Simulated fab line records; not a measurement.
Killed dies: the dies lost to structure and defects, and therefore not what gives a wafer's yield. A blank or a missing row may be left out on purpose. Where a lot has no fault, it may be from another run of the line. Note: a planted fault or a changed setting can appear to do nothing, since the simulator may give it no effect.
Chamber matching + flow nand-harc + NHARC_A_STAIRCASE_TRIM_196 on rie-diel-13: 4 sister chambers
The step chemistry O2, time 211.2 s. 20 wafers are shown with their chamber, then 10 later ones without.

== EACH WAFER AND ITS CHAMBER ==
| wafer  | chamber | drypump-motor-current-A (A) | showerhead-plenum-p-Torr (Torr) | oes-product-au (a.u.) |
|--------|---------|-----------------------------|---------------------------------|-----------------------|
| L075.1 | 0       | 5.6                         | 3.53                            | 1.006                 |
| L075.2 | 2       | 5.2                         | 3.66                            | 1.014                 |
| L075.3 | 1       | 5.9                         | 3.34                            | 1.016                 |
| L075.4 | 3       | 5.2                         | 3.74                            | 0.983                 |
| L075.5 | 3       | 5.2                         | 3.74                            | 0.967                 |
| L075.6 | 2       | 5.2                         | 3.66                            | 1.023                 |
| L077.1 | 1       | 5.8                         | 3.34                            | 1.008                 |
| L077.2 | 3       | 5.2                         | 3.74                            | 0.970                 |
| L077.3 | 0       | 5.6                         | 3.53                            | 0.999                 |
| L083.1 | 2       | 5.2                         | 3.65                            | 1.008                 |
| L083.3 | 0       | 5.6                         | 3.52                            | 0.988                 |
| L083.4 | 1       | 5.9                         | 3.33                            | 0.999                 |
| L082.2 | 2       | 5.2                         | 3.65                            | 1.011                 |
| L082.4 | 1       | 5.8                         | 3.33                            | 1.002                 |
| L082.6 | 0       | 5.6                         | 3.52                            | 0.990                 |
| L086.1 | 3       | 5.2                         | 3.72                            | 0.981                 |
| L086.5 | 2       | 5.2                         | 3.64                            | 1.013                 |
| L086.6 | 1       | 5.9                         | 3.32                            | 1.005                 |
| L085.1 | 0       | 5.6                         | 3.51                            | 1.006                 |
| L085.5 | 0       | 5.6                         | 3.51                            | 1.006                 |

SIGNATURES, as means of the wafers listed above
| reading                  | chamber 0 | chamber 1 | chamber 2 | chamber 3 | scatter within a chamber |
|--------------------------|-----------|-----------|-----------|-----------|--------------------------|
| drypump-motor-current-A  | 5.600     | 5.860     | 5.200     | 5.200     | 0.0274                   |
| showerhead-plenum-p-Torr | 3.5200    | 3.3320    | 3.6520    | 3.7350    | 0.00887                  |
| oes-product-au           | 0.99917   | 1.00600   | 1.01380   | 0.97525   | 0.00722                  |
Rule: a wafer lies at a distance from a chamber equal to the root of the sum of squares, over the readings, of (its reading less the chamber's mean, divided by the reading's scatter). The wafer belongs to the nearest chamber; if the next one is less than 2 further off, it can't be placed. The scatter: take each reading less its chamber's mean, square it, sum over the shown wafers, divide by the number of wafers less the number of chambers, and take the root.

== WAFERS WHOSE CHAMBER IS MISSING ==
| wafer  | drypump-motor-current-A (A) | showerhead-plenum-p-Torr (Torr) | oes-product-au (a.u.) |
|--------|-----------------------------|---------------------------------|-----------------------|
| L085.6 | 5.2                         | 3.72                            | 0.986                 |
| L088.4 | 5.9                         | 3.32                            | 1.016                 |
| L088.5 | 5.2                         | 3.72                            | 0.967                 |
| L088.6 | 5.6                         | 3.51                            | 1.001                 |
| L093.1 | 5.8                         | 3.31                            | 0.986                 |
| L093.3 | 5.3                         | 3.71                            | 1.013                 |
| L093.6 | 5.6                         | 3.50                            | 1.006                 |
| L095.2 | 5.2                         | 3.62                            | 1.016                 |
| L095.3 | 5.9                         | 3.31                            | 0.984                 |
| L095.5 | 5.6                         | 3.49                            | 1.004                 |

== CHAMBER TAKEN BY EACH ==
| wafer  | from the rows above     | in truth |
|--------|-------------------------|----------|
| L085.6 | 3                       | 3        |
| L088.4 | 1                       | 1        |
| L088.5 | 3                       | 3        |
| L088.6 | 0                       | 0        |
| L093.1 | 1                       | 1        |
| L093.3 | can't be placed: 3 or 2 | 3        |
| L093.6 | 0                       | 0        |
| L095.2 | 2                       | 2        |
| L095.3 | 1                       | 1        |
| L095.5 | 0                       | 0        |
Correct placement for 9 of the 10. Not placeable from these rows: 1 (in 1, the candidates include the true chamber). Placed wrongly: 0.
